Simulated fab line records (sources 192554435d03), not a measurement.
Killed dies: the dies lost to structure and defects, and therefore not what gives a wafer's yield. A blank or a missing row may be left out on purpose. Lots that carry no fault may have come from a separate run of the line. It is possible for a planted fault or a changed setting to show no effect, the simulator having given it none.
fab line records	flow n5Finfet
[record] lots = 4	wafers = 12	lastDay = 17
route steps=1938 shown BEOL_M4@1099 BEOL_M5@1112 PASSIVATION@1936
lots that met no fault: from a run of the same line without faults
startH: the number of hours between the record's first day and the start of the first shown wafer of the lot	waitH: time in hours since the lot's previous step	" identical to the entry in the row above	L1.1+2: a single row standing in for several wafers	- no value, or no start given	* or withheld: withheld	< > ~ a bound
route shown NAME@n: NAME is a module with steps in the file, n the number in the route of the first one	usual: mean/standard deviation of fault-free wafers	same: alike in all rows	chamber/n: place in a boat	sites: the reading at each site	_std_site: standard deviation across them	_edge_site: inner sites' mean taken away from outer sites' mean	radiusMm: how far each site lies from the wafer's centre	mask NAME#n: copy n	behind: the most recent tool/chamber to have shaped the wafer	hold: cause of the lot's hold/its duration in hours/its outcome	device: names the non-switching transistor (n, p or np)	end of line: tests run on the same wafers once the route is complete	for a step that has no rows: nothing shown but its recipe	killed: dies lost to structure and defects at the first sort, not the wafer's yield	map: per-die view of a wafer (x killed, . not killed, _ where there is no die)
set.NAME: the setting the step ran with; set.NAME@STEP: the setting that earlier step ran with	model.NAME: the simulator's own value behind a step, which no gauge read
a table for each step, a row for each wafer; lots at some steps of the route
services: from which hour (startH, from the record's first day; less than 0 if before it) a tool's chamber was out of use, for how many hours, and why
[[steps]]
[step N5_BEOL_M4_ANNEAL_95]
[recipe] tempC = 400	timeS = 240	ambient = vacuum
[step N5_BEOL_M4_SPUTTER_96]
[recipe] material = Cu	targetThkA = 45	tempC = -20	chamberPressurePa = 0.07	powerW = withheld	timeS = 8.29
[step N5_BEOL_M4_ECD_50]
[recipe] material = Cu	targetThkA = 3000
[step N5_BEOL_M4_ANNEAL_51]
[recipe] tempC = 225	timeS = 90	ambient = N2
[step N5_BEOL_M4_CMP_52]
[recipe] stopOn = SiOC	tOverpolishS = 6.8	downForcePsi = 1	platenRpm = 50	clearingPlatenDownForcePsi = 1.5	clearingPlatenRpm = 50	postCmpClean = cuAlkaline	targetThkNm = 40	clearingPlatenPadVelocityMS = 0.99484	padVelocityMS = 0.99484
[step N5_BEOL_M4_PRE_CLEAN_60]
[recipe] gas = NH3/H2	timeS = 15	tempC = *	rfPowerW = 300
[step N5_BEOL_M4_CO_CAP_55]
[recipe] material = Co	targetThkA = 20	tempC = 200	precursor = CCTBA/H2	pressureTorr = 30	timeS = 102.1
[step N5_BEOL_M4_PRE_CLEAN_56]
[recipe] gas = NH3	timeS = 15	tempC = withheld	rfPowerW = 300
[step N5_BEOL_M4_DEP_57]
[recipe] material = SiCN	targetThkA = 80	tempC = withheld	precursor = 3MS/NH3	pressureTorr = 3	rfW = 202	timeS = 14
[step N5_BEOL_M4_RC_MEAS_101]
[usual] DIBL_N = 36.3/1.7	DIBL_P = 36.5/1.8	IOFF_N = 0.16/0.033	IOFF_P = 0.21/0.037	ION_N = 675/11	ION_P = 462/7.9	SS_N = 71.6/0.64	SS_P = 73.3/0.68	VT_N = 249/3.3	VT_P = -250/3.3
lot.wafer	tool	chamber	startH	waitH	DIBL_N[mV/V]	DIBL_P[mV/V]	IOFF_N[nA/um]	IOFF_P[nA/um]	ION_N[uA/um]	ION_P[uA/um]	SS_N[mV/dec]	SS_P[mV/dec]	VT_N[mV]	VT_P[mV]
L683.2	prober-02	0	207.73	0.2	32.4	33.5	0.11	0.17	654	456	70.4	72.3	255	-253
L683.4	"	0	"	"	35.0	35.8	0.14	0.20	661	460	71.8	73.1	250	-249
L683.5	"	0	"	"	36.4	37.2	0.16	0.22	660	454	72.8	73.6	248	-251
L692.1	prober-02	0	263.85	0.0	35.2	34.5	0.14	0.21	676	470	70.9	72.4	250	-245
L692.2	"	0	"	"	36.5	35.0	0.15	0.20	672	463	71.0	72.6	251	-248
L692.5	"	0	"	"	38.1	37.3	0.19	0.26	682	471	72.0	73.8	247	-246
L694.1	prober-01	0	267.45	0.0	35.8	34.5	0.14	0.20	665	465	71.5	71.9	254	-250
L694.2	"	0	"	"	36.5	34.3	0.15	0.20	667	457	71.8	72.8	252	-249
L694.3	"	0	"	"	38.4	38.6	0.19	0.27	675	465	72.3	73.7	249	-246
L696.2	prober-02	0	291.79	0.2	37.9	38.5	0.21	0.22	690	462	72.2	73.7	245	-251
L696.3	"	0	"	"	35.1	35.3	0.16	0.20	684	465	71.2	73.2	247	-254
L696.6	"	0	"	"	39.6	40.9	0.26	0.30	693	471	72.1	75.5	242	-247
[step N5_BEOL_M5_ILD_DEP_00]
[recipe] material = SiCOH_lowk	targetThkA = 1406.4	tempC = 300	precursor = DEMS/porogen	pressureTorr = 5	rfW = 500	timeS = 25.9
[step N5_BEOL_M5_CURE_79]
[recipe] tempC = 385	timeS = 240	ambient = He/Ar	material = SiCOH_lowk
[step N5_BEOL_M5_PECVD_70]
[recipe] material = SiO2	targetThkA = 160	tempC = 400	precursor = TEOS/O2	pressureTorr = 5.5	rfW = 450	teosFlowSccm = 53.8	gas = O2	flowSccm = 3000	timeS = 18
[step N5_BEOL_M5_HM_DEP_02]
[recipe] material = TiN	targetThkA = 200	tempC = 25	chamberPressurePa = 0.49996
[step N5_BEOL_M5_COAT_59]
[recipe] resist = SOC	tempC = 250	timeS = 60	spinRpm = 1500	resistThkNm = 60
[step N5_BEOL_M5_COAT_60]
[recipe] resist = SiARC	tempC = 220	timeS = 60	spinRpm = 1500	resistThkNm = 12
[step N5_BEOL_M5_COAT_71]
[recipe] resist = underlayer	tempC = 205	timeS = 60	spinRpm = 1500	resistThkNm = 5
[step N5_BEOL_M5_COAT_05]
[recipe] resist = CAR-EUV	spinRpm = 1500	resistThkNm = 30
[step N5_BEOL_M5_EBR_07]
[recipe] solvent = PGMEA	ebrWidthMm = 1.5
[step N5_BEOL_M5_SOFTBAKE_06]
[recipe] tempC = 110	timeS = 60	resist = CAR-EUV
[step N5_BEOL_M5_EXPOSE_08]
[recipe] maskId = M5	na = 0.33	sourceShape = annular	sigmaInner = 0.4	sigmaOuter = 0.8	polarization = unpolarized	targetCdNm = 28	doseMj = 35.75
[step N5_BEOL_M5_PEB_09]
[recipe] pebTempC = 100	pebTimeS = 60	resist = CAR-EUV
[step N5_BEOL_M5_DEVELOP_10]
[recipe] developTimeS = 30	developer = TMAH	resist = CAR-EUV	rinseLiquid = surfactantRinse	dry = airSpin	devTempC = 23
[step N5_BEOL_M5_DESCUM_16]
[recipe] chemistry = O2	timeS = 7	sourcePowerW = 50	biasPowerW = 20	pressureMtorr = 20	rfFrequencyHz = 2.712e+07	tempC = 40	resist = CAR-EUV	o2FlowSccm = 225
[step N5_BEOL_M5_ETCH_72]
[recipe] chemistry = N2/H2	target = underlayer	targetDepthA = 65	maskMaterial = CAR-EUV	timeS = 5.2	ionEnergyEv = 200	pressureMtorr = 30	sourceW = 840	biasW = 150	n2FlowSccm = 200	h2FlowSccm = 200	ends = cleared
[step N5_BEOL_M5_ETCH_61]
[recipe] chemistry = CF4	target = SiARC	targetDepthA = 156	maskMaterial = CAR-EUV	timeS = 26	ionEnergyEv = 80	pressureMtorr = 40	sourceW = 545	biasW = 36	Ar_flow_sccm = 100	cf4FlowSccm = 100	ends = cleared
[step N5_BEOL_M5_ETCH_62]
[recipe] chemistry = N2/H2	target = SOC	targetDepthA = 750	overetchA = 150	maskMaterial = SiARC	tempC = 40	timeS = 112.5	ionEnergyEv = 200	pressureMtorr = 30	sourceW = 840	biasW = 150	n2FlowSccm = 200	h2FlowSccm = 200
[step N5_BEOL_M5_STRIP_63]
[recipe] chemistry = N2/H2	tempC = 40	n2FlowSccm = 200	h2FlowSccm = 200	rfFrequencyHz = 6e+07
[step N5_BEOL_M5_STRIP_73]
[recipe] chemistry = N2/H2	tempC = 40	n2FlowSccm = 200	h2FlowSccm = 200	rfFrequencyHz = 6e+07
[step N5_BEOL_M5_STRIP_64]
[recipe] chemistry = CF4	resist = SiARC	powerW = 300	biasPowerW = 75	pressureMtorr = 50	cf4FlowSccm = 150	rfFrequencyHz = 6e+07
[step N5_BEOL_M5_HM_OPEN_17]
[recipe] chemistry = Cl2/BCl3	targetDepthA = 200	overetchA = 60	target = TiN	maskMaterial = SOC	ionEnergyEv = 150	pressureMtorr = 10	icpW = 1000	biasW = 126	Cl2_flow_sccm = 53.25	bcl3FlowSccm = 21.75	Ar_flow_sccm = 25
[step N5_BEOL_M5_STRIP_19]
[recipe] chemistry = O2	powerW = 400	tempC = 40	pressureMtorr = 30	rfFrequencyHz = 6e+07	biasPowerW = 0	overashFraction = 0.2	o2FlowSccm = 225
[step N5_BEOL_M5_COAT_65]
[recipe] resist = SOC	tempC = 250	timeS = 60	spinRpm = 1500	resistThkNm = 60
[step N5_BEOL_M5_COAT_66]
[recipe] resist = SiARC	tempC = 220	timeS = 60	spinRpm = 1500	resistThkNm = 12
[step N5_BEOL_M5_ECD_50]
[recipe] material = Cu	targetThkA = 3000
lot.wafer	tool	chamber	startH	waitH
L683.2+4+5	ecdCu-01	1	219.73	0.1
L692.1+2+5	ecdCu-01	0,1,1	275.58	0.1
L694.1+2+3	ecdCu-01	1,0,0	278.66	0.1
L696.2+3+6	ecdCu-02	0,1,1	306.53	0.1
[step N5_BEOL_M5_CMP_52]
[recipe] stopOn = SiCOH_lowk	tOverpolishS = 6.9	downForcePsi = 1	platenRpm = 50	clearingPlatenDownForcePsi = 1.5	clearingPlatenRpm = 50	postCmpClean = cuAlkaline	targetThkNm = 62	clearingPlatenPadVelocityMS = 0.99484	padVelocityMS = 0.99484
[usual] clearingPlatenDownForcePsi = 1.500/0.0031	motorCurrentA = 6.2/0.7	timeToEndpointS = 63.0/2.5
lot.wafer	tool	chamber	startH	waitH	clearingPlatenDownForcePsi	motorCurrentA	timeToEndpointS
L683.4	cmp-04	3	220.44	0.4	1.498	6.8	61.5
L683.2	"	1	"	"	1.498	6.4	61.0
L683.5	"	2	"	"	1.497	5.8	62.3
L692.2	cmp-04	0	276.00	0.2	1.497	5.2	4.3
L692.1	"	1	"	"	1.496	6.4	5.1
L692.5	"	3	"	"	1.504	7.0	5.0
L694.1	cmp-01	0	279.64	0.3	1.501	6.0	1.9
L694.3	"	2	"	"	1.499	7.1	0.7
L694.2	"	3	"	"	1.500	7.5	2.6
L696.2	cmp-04	2	307.97	0.3	1.496	5.6	64.8
L696.3	"	3	"	"	1.504	7.2	64.6
L696.6	"	2	"	"	1.501	5.9	63.3
[step N5_PASSIVATION_PROBE_49]
[usual] defectLimitedYield = 91.3/1.5	killed_at_M0_to_M3 = 34/9.4	killed_at_M4_up = 13/5.3	killedAtContacts = 13/5.7	killedAtFrontEnd = 40/10	killedAtOther = 3.7/2.8	killedDies = 103/17	killedOnRim = 13/4.2	killedOpen = 67/13	killedShort = 35/8.5	sort_bin_4_leakage = 0.00/0.016	sort_bin_5_function = 5.0/0.98	sort_bin_6_memory = 3.3/0.7	sortNPass = 1077/17	sortYieldPct = 91.3/1.5
[same] grossDies = 1180	killedAtBackSide = 0	sort_bin_8_speed[%] = 0
lot.wafer	tool	chamber	startH	waitH	defectLimitedYield[%]	killed_at_M0_to_M3	killed_at_M4_up	killedAtContacts	killedAtFrontEnd	killedAtOther	killedDies	killedOnRim	killedOpen	killedShort	sort_bin_4_leakage[%]	sort_bin_5_function[%]	sort_bin_6_memory[%]	sortNPass	sortYieldPct[%]
L683.2	prober-01	-	316.09	0.1	89.3	32	18	18	57	1	126	19	73	49	0	7.4	2.3	1054	89.3
L683.4	prober-01	-	316.19	0.2	92.8	20	14	14	34	3	85	9	51	32	0	4.0	3.1	1095	92.8
L683.5	prober-01	-	316.24	0.2	90.1	22	25	24	45	1	117	18	79	36	0	6.3	3.4	1063	90.1
L692.1	prober-02	-	365.34	0.0	0	31	1098	13	33	5	1180	152	70	24	0	95.9	3.7	0	0
L692.2	prober-02	-	365.39	0.1	0	38	1087	11	38	6	1180	152	73	36	0	96.3	3.3	0	0
L692.5	prober-02	-	365.54	0.2	0	29	1110	14	23	4	1180	152	60	25	0	97.0	2.7	0	0
L694.1	prober-02	-	369.78	0.0	0	29	1100	22	28	1	1180	152	66	24	0	96.1	3.8	0	0
L694.2	prober-02	-	369.83	0.1	0	25	1100	9	39	7	1180	152	52	35	0	96.8	2.6	0	0
L694.3	prober-02	-	369.88	0.1	0	39	1088	15	36	2	1180	152	63	34	0	96.8	2.8	0	0
// killed by level:class
L683.2 FIN_SAQP:geometricParticle:short=19 MOL_CONTACT_COAG:geometricParticle:open=12 BEOL_M3:geometricParticle:open=11 BEOL_M0_SAQP:geometricParticle:open=7 FIN_SAQP:geometricParticle:open=6 MOL_CONTACT_COAG:geometricParticle:short=6 BEOL_M0_SAQP:geometricParticle:short=6 STI_FIN_REVEAL:geometricParticle:open=5
L683.4 MOL_CONTACT_COAG:geometricParticle:open=9 FIN_SAQP:geometricParticle:short=8 BEOL_M0_SAQP:geometricParticle:short=6 DUMMY_GATE:geometricParticle:open=5 MOL_CONTACT_COAG:geometricParticle:short=5 BEOL_M2:geometricParticle:open=5 FIN_SAQP:geometricParticle:open=4 STI_FIN_REVEAL:geometricParticle:open=4
L683.5 MOL_CONTACT_COAG:geometricParticle:open=19 BEOL_M4:geometricParticle:open=13 FIN_SAQP:geometricParticle:short=12 FIN_SAQP:geometricParticle:open=8 BEOL_M3:geometricParticle:open=7 ILD0:geometricParticle:open=6 MOL_CONTACT_COAG:geometricParticle:short=5 BEOL_M2:geometricParticle:open=5
L692.1 BEOL_M5:areaEcd=1086 MOL_CONTACT_COAG:geometricParticle:open=12 FIN_SAQP:geometricParticle:open=9 FIN_SAQP:geometricParticle:short=8 BEOL_M3:geometricParticle:open=8 BEOL_M2:geometricParticle:open=7 BEOL_M4:geometricParticle:open=7 STI_FIN_REVEAL:geometricParticle:open=6
L692.2 BEOL_M5:areaEcd=1071 BEOL_M2:geometricParticle:open=11 MOL_CONTACT_COAG:geometricParticle:open=9 BEOL_M3:geometricParticle:open=8 GATE_CUT:geometricParticle:short=7 GATE_CUT:geometricParticle:open=7 BEOL_M4:geometricParticle:open=7 FIN_SAQP:geometricParticle:open=6
L692.5 BEOL_M5:areaEcd=1095 MOL_CONTACT_COAG:geometricParticle:open=12 BEOL_M0_SAQP:geometricParticle:open=6 STI_FIN_REVEAL:geometricParticle:open=5 DUMMY_GATE:geometricParticle:open=5 BEOL_M1:geometricParticle:open=5 BEOL_M2:geometricParticle:open=4 BEOL_M0_SAQP:geometricParticle:short=3
L694.1 BEOL_M5:areaEcd=1090 MOL_CONTACT_COAG:geometricParticle:open=21 BEOL_M2:geometricParticle:open=9 BEOL_M0_SAQP:geometricParticle:open=8 FIN_SAQP:geometricParticle:short=6 FIN_SAQP:geometricParticle:open=5 DUMMY_GATE:geometricParticle:open=5 BEOL_M0_SAQP:geometricParticle:short=5
L694.2 BEOL_M5:areaEcd=1093 STI_FIN_REVEAL:geometricParticle:open=13 STI_FIN_REVEAL:geometricParticle:short=6 BEOL_M2:geometricParticle:open=6 MOL_CONTACT_COAG:geometricParticle:open=6 BEOL_M1:geometricParticle:open=6 FIN_SAQP:geometricParticle:short=4 FIN_SAQP:geometricParticle:open=3
L694.3 BEOL_M5:areaEcd=1083 BEOL_M3:geometricParticle:open=11 STI_FIN_REVEAL:geometricParticle:open=10 MOL_CONTACT_COAG:geometricParticle:open=10 BEOL_M0_SAQP:geometricParticle:short=7 FIN_SAQP:geometricParticle:short=6 BEOL_M0_SAQP:geometricParticle:open=6 STARTING-WAFER:geometricParticle:short=6
// map L692.1 (x killed, . not)
_________________xxxxxxxxxxxx________________
______________xxxxxxxxxxxxxxxxxx_____________
___________xxxxxxxxxxxxxxxxxxxxxxxx__________
__________xxxxxxxxxxxxxxxxxxxxxxxxxx_________
________xxxxxxxxxxxxxxxxxxxxxxxxxxxxxx_______
_______xxxxxxxxxxxxxxxxxxxxxxxxxxxxxxxx______
______xxxxxxxxxxxxxxxxxxxxxxxxxxxxxxxxxx_____
_____xxxxxxxxxxxxxxxxxxxxxxxxxxxxxxxxxxxx____
____xxxxxxxxxxxxxxxxxxxxxxxxxxxxxxxxxxxxxx___
___xxxxxxxxxxxxxxxxxxxxxxxxxxxxxxxxxxxxxxxx__
___xxxxxxxxxxxxxxxxxxxxxxxxxxxxxxxxxxxxxxxx__
__xxxxxxxxxxxxxxxxxxxxxxxxxxxxxxxxxxxxxxxxxx_
__xxxxxxxxxxxxxxxxxxxxxxxxxxxxxxxxxxxxxxxxxx_
_xxxxxxxxxxxxxxxxxxxxxxxxxxxxxxxxxxxxxxxxxxxx
_xxxxxxxxxxxxxxxxxxxxxxxxxxxxxxxxxxxxxxxxxxxx
_xxxxxxxxxxxxxxxxxxxxxxxxxxxxxxxxxxxxxxxxxxxx
_xxxxxxxxxxxxxxxxxxxxxxxxxxxxxxxxxxxxxxxxxxxx
_xxxxxxxxxxxxxxxxxxxxxxxxxxxxxxxxxxxxxxxxxxxx
_xxxxxxxxxxxxxxxxxxxxxxxxxxxxxxxxxxxxxxxxxxxx
_xxxxxxxxxxxxxxxxxxxxxxxxxxxxxxxxxxxxxxxxxxxx
_xxxxxxxxxxxxxxxxxxxxxxxxxxxxxxxxxxxxxxxxxxxx
__xxxxxxxxxxxxxxxxxxxxxxxxxxxxxxxxxxxxxxxxxx_
__xxxxxxxxxxxxxxxxxxxxxxxxxxxxxxxxxxxxxxxxxx_
___xxxxxxxxxxxxxxxxxxxxxxxxxxxxxxxxxxxxxxxx__
___xxxxxxxxxxxxxxxxxxxxxxxxxxxxxxxxxxxxxxxx__
____xxxxxxxxxxxxxxxxxxxxxxxxxxxxxxxxxxxxxx___
_____xxxxxxxxxxxxxxxxxxxxxxxxxxxxxxxxxxxx____
______xxxxxxxxxxxxxxxxxxxxxxxxxxxxxxxxxx_____
_______xxxxxxxxxxxxxxxxxxxxxxxxxxxxxxxx______
________xxxxxxxxxxxxxxxxxxxxxxxxxxxxxx_______
__________xxxxxxxxxxxxxxxxxxxxxxxxxx_________
___________xxxxxxxxxxxxxxxxxxxxxxxx__________
______________xxxxxxxxxxxxxxxxxx_____________
_________________xxxxxxxxxxxx________________
// map L694.1 (x killed, . not)
_________________xxxxxxxxxxxx________________
______________xxxxxxxxxxxxxxxxxx_____________
___________xxxxxxxxxxxxxxxxxxxxxxxx__________
__________xxxxxxxxxxxxxxxxxxxxxxxxxx_________
________xxxxxxxxxxxxxxxxxxxxxxxxxxxxxx_______
_______xxxxxxxxxxxxxxxxxxxxxxxxxxxxxxxx______
______xxxxxxxxxxxxxxxxxxxxxxxxxxxxxxxxxx_____
_____xxxxxxxxxxxxxxxxxxxxxxxxxxxxxxxxxxxx____
____xxxxxxxxxxxxxxxxxxxxxxxxxxxxxxxxxxxxxx___
___xxxxxxxxxxxxxxxxxxxxxxxxxxxxxxxxxxxxxxxx__
___xxxxxxxxxxxxxxxxxxxxxxxxxxxxxxxxxxxxxxxx__
__xxxxxxxxxxxxxxxxxxxxxxxxxxxxxxxxxxxxxxxxxx_
__xxxxxxxxxxxxxxxxxxxxxxxxxxxxxxxxxxxxxxxxxx_
_xxxxxxxxxxxxxxxxxxxxxxxxxxxxxxxxxxxxxxxxxxxx
_xxxxxxxxxxxxxxxxxxxxxxxxxxxxxxxxxxxxxxxxxxxx
_xxxxxxxxxxxxxxxxxxxxxxxxxxxxxxxxxxxxxxxxxxxx
_xxxxxxxxxxxxxxxxxxxxxxxxxxxxxxxxxxxxxxxxxxxx
_xxxxxxxxxxxxxxxxxxxxxxxxxxxxxxxxxxxxxxxxxxxx
_xxxxxxxxxxxxxxxxxxxxxxxxxxxxxxxxxxxxxxxxxxxx
_xxxxxxxxxxxxxxxxxxxxxxxxxxxxxxxxxxxxxxxxxxxx
_xxxxxxxxxxxxxxxxxxxxxxxxxxxxxxxxxxxxxxxxxxxx
__xxxxxxxxxxxxxxxxxxxxxxxxxxxxxxxxxxxxxxxxxx_
__xxxxxxxxxxxxxxxxxxxxxxxxxxxxxxxxxxxxxxxxxx_
___xxxxxxxxxxxxxxxxxxxxxxxxxxxxxxxxxxxxxxxx__
___xxxxxxxxxxxxxxxxxxxxxxxxxxxxxxxxxxxxxxxx__
____xxxxxxxxxxxxxxxxxxxxxxxxxxxxxxxxxxxxxx___
_____xxxxxxxxxxxxxxxxxxxxxxxxxxxxxxxxxxxx____
______xxxxxxxxxxxxxxxxxxxxxxxxxxxxxxxxxx_____
_______xxxxxxxxxxxxxxxxxxxxxxxxxxxxxxxx______
________xxxxxxxxxxxxxxxxxxxxxxxxxxxxxx_______
__________xxxxxxxxxxxxxxxxxxxxxxxxxx_________
___________xxxxxxxxxxxxxxxxxxxxxxxx__________
______________xxxxxxxxxxxxxxxxxx_____________
_________________xxxxxxxxxxxx________________
[[services]]
tool	chamber	startH	hours	kind
cmp-01	-	221.20	4.0	pm
cmp-01	-	225.20	-	consumableReplace:conditioner
cmp-01	-	225.20	-	consumableReplace:pad
cmp-04	-	239.30	0.7	repair
ecdCu-01	-	242.96	2.5	repair
cmp-01	-	247.09	14.3	pm
cmp-04	-	262.37	5.8	repair
cmp-01	-	268.07	5.1	pm
cmp-04	-	279.00	5.4	pm
cmp-04	-	287.56	4.0	pm
cmp-04	-	291.56	-	consumableReplace:conditioner
cmp-04	-	291.56	-	consumableReplace:pad
ecdCu-01	-	302.10	0.3	repair
[[key]]
[firstSign] step = N5_BEOL_M5_CMP_52	reading = timeToEndpointS	direction = down	sigmas = 24	usual = *	struck = *
[effect] step = N5_PASSIVATION_PROBE_49	reading = killed_at_M4_up	direction = up	sigmas = 99+	usual = 13	struck = 1097
[moreKillsBornAt] N5_BEOL_M5_ECD_50@ecdCu-01 = 6517
metAt N5_BEOL_M5_ECD_50
struckWafers L692.1,L692.2,L692.5,L694.1,L694.2,L694.3
laterRowsLeftOut L692.1,L692.2,L692.5,L694.1,L694.2,L694.3
onsetBetween 219.73 275.58
[fault] kind = skippedStepWhole	tool = ecdCu-01	chamber = -	onsetH = 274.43	steps = N5_BEOL_M5_ECD_50	scope = struckLotsOnly
// laterRowsLeftOut: the simulator's readings of these wafers behind a module that went badly wrong aren't trusted and aren't shown, but for the sort
